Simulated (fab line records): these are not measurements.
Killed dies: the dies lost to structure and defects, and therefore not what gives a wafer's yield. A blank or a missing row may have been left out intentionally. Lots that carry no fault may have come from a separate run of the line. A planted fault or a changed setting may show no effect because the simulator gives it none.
Matching of chambers -- flow n5 finfet -- N5_BEOL_M2_PRE_CLEAN_60 on cvd co-02 has 3 sister chambers
The step time 15 s. 3 wafers are shown with their chamber, then 9 later ones without.

## WAFERS PAIRED WITH THEIR CHAMBERS
wafer,chamber,heater power w (W)
L087.4,2,105
L087.5,1,94
L087.6,0,102

## WAFERS MISSING THEIR CHAMBER
wafer,heater power w (W)
L089.1,101
L089.3,101
L089.4,94
L093.1,103
L093.4,104
L093.6,104
L095.3,94
L095.5,106
L095.6,92

## WHICH CHAMBER EACH WENT THROUGH
wafer,from the rows above,in truth
L089.1,0,0
L089.3,0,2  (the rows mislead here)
L089.4,1,1
L093.1,can't be placed: 0 or 2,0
L093.4,can't be placed: 2 or 0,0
L093.6,can't be placed: 2 or 0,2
L095.3,1,1
L095.5,2,2
L095.6,1,1
5 of 9 placed correctly. Unplaceable from these rows: 3, with the true chamber sitting among the candidates in 3. Wrongly placed: 1.
How it was worked out, from the rows above alone: a wafer's distance from a chamber is the root of the sum, over the readings, of the square of ((its reading less the chamber's mean) divided by the reading's scatter). If the next closest chamber is less than 2 further off than the closest, the wafer can't be placed; otherwise it belongs to the closest. For every chamber, the mean is computed from those of its wafers that are shown. The scatter (one wafer shown for each chamber): square how far every hidden wafer sits from the nearest shown wafer, average those squares and take the square root.
